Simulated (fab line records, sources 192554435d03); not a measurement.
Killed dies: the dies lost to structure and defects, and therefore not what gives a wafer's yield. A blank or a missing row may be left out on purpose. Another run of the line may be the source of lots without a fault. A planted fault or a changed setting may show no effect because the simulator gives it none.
Comparing a struck lot with a sound one ; flow n5Finfet ; 11 out of 1938 route steps
Sound: these wafers, L818.1, L818.3, L818.6. Wafers struck: L824.2, L824.3, L824.4. The cause is named last.
For every step that has rows: the tool of each side, followed by ch and its chambers, followed by its first start. Under that, the readings that differ: sound wafers ; struck wafers ; difference of the means ; sigmas: that difference in standard deviations of wafers without a fault.
alike: readings whose means differ by less than 2 such deviations, and words and numbers that are the same on both sides. not compared: withheld readings, readings that some wafer has no value for, bounds like >300 that may hide the same value, and numbers for which the record gives no deviation and whose values overlap.
A row with sigmas, a row that says differs or no value, or rows on one side alone: a step with any of these is where the two part. Numbers that have no deviation but don't overlap get no sigmas and don't part them. Lack of a reading on every wafer of one side parts them only where that side has two or more wafers.

N5_START_INSPECT_01: inspects for defects (unpatterned scan).
  sound on defectInspect-01 at day 5 00:02; struck on defectInspect-02 at day 6 12:02
  alike: rawDefectCount
then, 2 steps without rows for these wafers: N5_ZERO_LAYER_PRECLEAN_00 (cleans in SPM, time 600 s); N5_ZERO_LAYER_SRD_01 (time 30 s, dry time 30 s).
N5_ZERO_LAYER_PECVD_02: deposits SiO2 from SiH4/N2O, target thk 10 nm, time 6 s.
  sound on pecvd-03 ch 0,1, day 5 00:17; struck on pecvd-01 ch 0,1,2, day 6 12:17
  alike: heaterPowerW, showerheadPlenumPTorr
then, 4 steps without rows for these wafers: N5_ZERO_LAYER_HMDS_04 (time 60 s); N5_ZERO_LAYER_COAT_05 (resist thk 1000 nm); N5_ZERO_LAYER_EBR_07; N5_ZERO_LAYER_SOFTBAKE_06 (time 90 s).
N5_ZERO_LAYER_EXPOSE_08: exposes mask ZERO, defocus 0 nm, target cd 2000 nm.
  sound on krfScanner-02 ch 0, day 5 00:35; struck on krfScanner-02 ch 0, day 6 12:28
reading;sound;struck;difference;sigmas
exposureDoseMJCm2;16.172 16.170 16.169;16.429 16.423 16.441;+0.261;+16
  alike: mask, focusOffsetNm
next, for these wafers, 1 step has no rows: N5_ZERO_LAYER_PEB_09.
N5_PASSIVATION_PROBE_49:
  the record has rows for the sound wafers here (prober-01, day 15 22:34) and none for the struck ones

## WHERE THEY PART
Last at N5_PASSIVATION_PROBE_49 as far as this record goes, first at N5_ZERO_LAYER_EXPOSE_08.

WHY: whatever the simulator had introduced
Drift in process parameters on krfScanner-02 at N5_ZERO_LAYER_EXPOSE_08, starting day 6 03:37. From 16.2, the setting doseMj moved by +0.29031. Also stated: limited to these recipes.
